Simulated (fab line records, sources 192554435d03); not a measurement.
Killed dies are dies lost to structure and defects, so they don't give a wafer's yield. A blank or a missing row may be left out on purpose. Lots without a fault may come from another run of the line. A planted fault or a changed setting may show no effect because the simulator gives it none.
Split-lot experiment | flow n5_finfet | 7 lots, 39 wafers read, on a route of 1938 steps

THE SPLIT
At N5_FIN_SAQP_MANDREL_ETCH_22 (etches a-Si in HBr/Cl2, stops on SiNx, target depth 60 nm, bt time 10 s, time 30 s), the setting target_depth_a was moved away from the recipe's 600 angstrom on 15 of the 39 wafers read, by -55.5% to +59.5%. The other wafers ran this setting at the recipe's value.

The reading is taken at the split's own step.

THE READING
oes_product_au, in a.u., at N5_FIN_SAQP_MANDREL_ETCH_22 (etches a-Si in HBr/Cl2, stops on SiNx, target depth 60 nm, bt time 10 s, time 30 s). Fault-free wafers of this fab line usually give 0.762 a.u., standard deviation 0.015 a.u..

wafer  | tool, chamber at the split | target_depth_a as run, angstrom | against the recipe | oes_product_au, a.u. | against lot-mates on the recipe
L076.1 | rie_si-05, 0               | 600                             | recipe             | 0.768                | -
L076.2 | rie_si-05, 1               | 957.1                           | +59.5%             | 0.583                | -0.186
L076.3 | rie_si-05, 0               | 600                             | recipe             | 0.771                | -
L076.4 | rie_si-05, 1               | 957.1                           | +59.5%             | 0.581                | -0.188
L076.5 | rie_si-05, 1               | 957.1                           | +59.5%             | 0.582                | -0.187
L076.6 | rie_si-05, 0               | 600                             | recipe             | 0.767                | -
L077.1 | rie_si-01, 0               | 600                             | recipe             | 0.745                | -
L077.2 | rie_si-01, 3               | 839.7                           | +39.9%             | 0.621                | -0.148
L077.3 | rie_si-01, 2               | 839.7                           | +39.9%             | 0.642                | -0.127
L077.4 | rie_si-01, 1               | 839.7                           | +39.9%             | 0.635                | -0.134
L077.5 | rie_si-01, 2               | 600                             | recipe             | 0.798                | -
L077.6 | rie_si-01, 1               | 600                             | recipe             | 0.764                | -
L078.1 | rie_si-05, 2               | 927.4                           | +54.6%             | 0.619                | -0.155
L078.2 | rie_si-05, 1               | 927.4                           | +54.6%             | 0.589                | -0.185
L078.3 | rie_si-05, 3               | 600                             | recipe             | 0.757                | -
L078.4 | rie_si-05, 0               | 600                             | recipe             | 0.783                | -
L078.5 | rie_si-05, 2               | 600                             | recipe             | 0.781                | -
L078.6 | rie_si-05, 1               | 927.4                           | +54.6%             | 0.602                | -0.172
L080.1 | rie_si-03, 0               | 600                             | recipe             | 0.763                | -
L080.2 | rie_si-03, 3               | 600                             | recipe             | 0.736                | -
L080.3 | rie_si-03, 2               | 600                             | recipe             | 0.763                | -
L080.4 | rie_si-03, 1               | 600                             | recipe             | 0.755                | -
L080.5 | rie_si-03, 1               | 600                             | recipe             | 0.764                | -
L080.6 | rie_si-03, 0               | 600                             | recipe             | 0.767                | -
L092.1 | rie_si-05, 1               | 600                             | recipe             | 0.735                | -
L092.2 | rie_si-05, 0               | 828.2                           | +38.0%             | 0.639                | -0.106
L092.3 | rie_si-05, 3               | 600                             | recipe             | 0.751                | -
L092.4 | rie_si-05, 2               | 828.2                           | +38.0%             | 0.655                | -0.090
L092.5 | rie_si-05, 3               | 600                             | recipe             | 0.749                | -
L092.6 | rie_si-05, 0               | 828.2                           | +38.0%             | 0.642                | -0.103
L095.1 | rie_si-05, 0               | 266.7                           | -55.5%             | 1.008                | +0.236
L095.2 | rie_si-05, 2               | 600                             | recipe             | 0.779                | -
L095.3 | rie_si-05, 1               | 600                             | recipe             | 0.749                | -
L095.4 | rie_si-05, 3               | 266.7                           | -55.5%             | 0.995                | +0.223
L095.5 | rie_si-05, 1               | 266.7                           | -55.5%             | 0.971                | +0.199
L095.6 | rie_si-05, 0               | 600                             | recipe             | 0.787                | -
L096.1 | rie_si-05, 2               | 600                             | recipe             | 0.768                | -
L096.2 | rie_si-05, 3               | 600                             | recipe             | 0.753                | -
L096.6 | rie_si-05, 0               | 600                             | recipe             | 0.778                | -

THE FIT
A straight line over all 39 wafers: oes_product_au changes by -0.0034 a.u. for each +1% of target_depth_a; r = -0.98; the points scatter about the line by 0.019 a.u..
The same after taking each lot's own level away (the mean of its wafers on the recipe; 39 wafers): -0.00338 a.u. for each +1%; r = -0.99; scatter 0.017 a.u..
On that fit, the largest move of target_depth_a shifts the reading by 0.2 a.u..
The lots' own levels span 0.7450 to 0.7737 a.u., that is 1.9 times the standard deviation above.
So the lot-to-lot level changes the slope little: the two slopes agree.
Check: with one of the wafers moved furthest among these (+59.5%) left out of the fit, the line predicts -0.195 a.u. for it against its lot-mates. It came out at -0.186 a.u. against them.
Tool readings at the split's step, against how far the setting was moved: oes_product_au r = -0.98.

OTHER SPLITS ON THESE WAFERS
These wafers also went through other splits before the reading. Each is held against what the fit with the lots' levels taken away leaves over:
other split on the same wafers     | wafers away from the commonest value | r with oes_product_au (lot level and that fit taken away)
N5_FIN_SAQP_HM_DEP_72 target_thk_a | 9                                    | +0.28

THE WHOLE CHAIN: every reading that the file lists as answering this split, in the file's order
step                        | what it does                                                                       | reading                                                                           | change (the file's fit)                                                              | r (the file's)
N5_FIN_SAQP_MANDREL_ETCH_22 | etches a-Si in HBr/Cl2, stops on SiNx, target depth 60 nm, bt time 10 s, time 30 s | oes_product_au                                                                    | -0.00331 a.u. for each +1% of the setting                                            | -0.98
N5_FIN_SAQP_MANDREL_ETCH_22 | etches a-Si in HBr/Cl2, stops on SiNx, target depth 60 nm, bt time 10 s, time 30 s | SiNx_of_FIN_SAQP_PECVD_48.thk_nm (the simulator's own value, which no gauge read) | not straight: 25.04 at the lowest setting, 25.01 at the recipe, 17.82 at the highest | not given
N5_FIN_SAQP_MANDREL_ETCH_22 | etches a-Si in HBr/Cl2, stops on SiNx, target depth 60 nm, bt time 10 s, time 30 s | SOC_of_FIN_SAQP_COAT_49.thk_nm (the simulator's own value, which no gauge read)   | -0.237 nm for each +1% of the setting                                                | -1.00
N5_FIN_SAQP_ETCH_57         | etches SiNx in CH3F/O2, target depth 32.5 nm, time 46.4 s                          | etch.depth_nm (the simulator's own value, which no gauge read)                    | not straight: 25.04 at the lowest setting, 25.01 at the recipe, 17.82 at the highest | not given
N5_FIN_SAQP_INSPECT_40      | inspects for defects (brightfield)                                                 | raw_defect_count                                                                  | not straight: 1892 at the lowest setting, 257 at the recipe, 244 at the highest      | not given

THE FILE'S OWN FIT
oes_product_au changes by -0.00331 a.u. for each +1% of target_depth_a, r = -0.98.
